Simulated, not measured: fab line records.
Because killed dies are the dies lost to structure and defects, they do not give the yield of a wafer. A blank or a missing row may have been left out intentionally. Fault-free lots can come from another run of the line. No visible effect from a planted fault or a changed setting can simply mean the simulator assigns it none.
Comparing a struck lot with a sound one | flow n5_finfet | 16 out of 1938 route steps
Sound: these wafers, L667.2, L667.4, L667.5. Wafers struck: L672.1, L672.2, L672.3. At the end, the cause is stated.
Each step with rows lists, per side, the tool, then ch with its chambers, then its first start. Under that, the readings that differ: sound wafers | struck wafers | difference of the means | sigmas: that difference in standard deviations of wafers without a fault.
alike: same words and numbers on both sides, and readings whose means sit less than 2 such deviations apart. not compared: any withheld reading, any reading some wafer has no value for, any bound like >300 that may hide the same value, and any number with overlapping values for which the record gives no deviation.
A row with sigmas, a row that says differs or no value, or rows on one side alone: a step with any of these is where the two part. Non-overlapping numbers with no deviation appear without sigmas and do not part them. A reading missing from all wafers of one side parts the sides only when that side holds two or more wafers.

N5_BEOL_M3_OVL_MEAS_12:
  sound on overlay-02 ch 0, day 7 20:20; struck on overlay-01 ch 0, day 8 20:55
  alike: M3_OVL
N5_BEOL_M3_INSPECT_13: inspects for defects (brightfield).
  struck on defect_inspect-02, day 8 20:59; sound on defect_inspect-01, day 7 20:23
  alike: raw_defect_count
then, 1 step without rows for these wafers: N5_BEOL_M3_DESCUM_16 (chemistry O2, time 7 s).
N5_BEOL_M3_ETCH_74: etches underlayer in N2/H2, target depth 6.5 nm, time 5.2 s.
  sound on rie_diel-05 ch 1,2,3, day 7 20:40; struck on rie_diel-03 ch 1,2,3, day 8 21:03
  alike: chamber_pressure_mTorr, drypump_motor_current_A, etch_rf_on_time_s, oes_product_au, rf_vpp_V, showerhead_plenum_p_Torr, throttle_valve_pct
  not compared: rf_hours_counter_h
N5_BEOL_M3_ETCH_63: etches SiARC in CF4, target depth 15.6 nm, time 26 s.
  sound on rie_diel-05 ch 1,2,3, day 7 20:41; struck on rie_diel-03 ch 1,2,3, day 8 21:04
  alike: chamber_pressure_mTorr, drypump_motor_current_A, etch_rf_on_time_s, oes_product_au, rf_vpp_V, showerhead_plenum_p_Torr, throttle_valve_pct
  not compared: rf_hours_counter_h
then, 3 steps without rows for these wafers: N5_BEOL_M3_ETCH_64 (etches SOC in N2/H2, target depth 75 nm, overetch 15 nm, time 112.5 s); N5_BEOL_M3_STRIP_65 (strips in N2/H2); N5_BEOL_M3_STRIP_75 (strips in N2/H2).
N5_BEOL_M3_STRIP_66: strips in CF4.
  sound on rie_diel-05 ch 1,2,3, day 7 20:50; struck on rie_diel-03 ch 1,2,3, day 8 21:13
  alike: chamber_pressure_mTorr, drypump_motor_current_A, oes_product_au, rf_vpp_V, showerhead_plenum_p_Torr, throttle_valve_pct
  not compared: rf_hours_counter_h
N5_BEOL_M3_HM_OPEN_17: chemistry Cl2/BCl3, target TiN, target depth 20 nm, overetch 6 nm.
  sound on rie_metal-03 ch 0,1, day 7 20:52; struck on rie_metal-02 ch 0,1, day 8 21:16
  alike: chamber_pressure_mTorr, drypump_motor_current_A, oes_ar_750_au, oes_product_au, throttle_valve_pct
  not compared: rf_hours_counter_h
N5_BEOL_M3_STRIP_19: strips in O2.
  sound on rie_diel-01 ch 0,1, day 7 21:03; struck on rie_diel-05 ch 1,2,3, day 8 21:22
  reading                     | sound       | struck      | difference | sigmas
  drypump_motor_current_A (A) | 4.9 5.8 4.9 | 5.8 6.8 6.1 | +1.0       | +2
  alike: chamber_pressure_mTorr, oes_product_au, rf_vpp_V, showerhead_plenum_p_Torr, throttle_valve_pct
  not compared: rf_hours_counter_h
N5_BEOL_M3_CD_MEAS_18: pitch 36 nm, target cd 18 nm.
  struck on cd_sem-02, day 8 21:26; sound on cd_sem-03, day 7 21:07
  alike: cd_nm
N5_BEOL_M3_COAT_67: time 60 s, resist thk 60 nm.
  sound on litho_track-05 ch 0, day 7 21:10; struck on litho_track-03 ch 0, day 8 21:29
  reading                  | sound                | struck               | difference | sigmas
  heater_power_total_W (W) | 499.2 503.2 503.2    | 485.5 485.2 486.4    | -16.2      | -9
  plate_temp_C (C)         | 249.64 250.01 250.33 | 244.45 244.66 244.39 | -5.49      | -31
  alike: spin_speed_rpm
then, 1 step without rows for these wafers: N5_BEOL_M3_COAT_68 (time 60 s, resist thk 12 nm).
N5_BEOL_M4_RC_MEAS_101:
  sound on prober-02 ch 0, day 8 17:12; struck on prober-02 ch 0, day 9 14:12
  alike: DIBL_N, DIBL_P, IOFF_N, IOFF_P, ION_N, ION_P, SS_N, SS_P, VT_N, VT_P
-- record jumps: 4 days separate the struck wafers' starts on either side; left off in module BEOL_M4, taken up again in module PASSIVATION, whose first shown step is the route's number 1936 --
N5_PASSIVATION_PROBE_49:
  struck on prober-02, day 13 12:41; sound on prober-02, day 13 01:46
  alike: defect_limited_yield, killed_at_M0_to_M3, killed_at_M4_up, killed_at_contacts, killed_at_front_end, killed_at_other, killed_dies, killed_open, killed_short, sort_bin_5_function, sort_bin_6_memory, sort_n_pass, sort_yield_pct

== WHERE THEY PART ==
Earliest at N5_BEOL_M3_STRIP_19; latest, in this record, at N5_BEOL_M3_COAT_67. Later steps at which nothing parts them and some readings are alike: N5_BEOL_M4_RC_MEAS_101, N5_PASSIVATION_PROBE_49.

WHY: the cause the simulator had injected
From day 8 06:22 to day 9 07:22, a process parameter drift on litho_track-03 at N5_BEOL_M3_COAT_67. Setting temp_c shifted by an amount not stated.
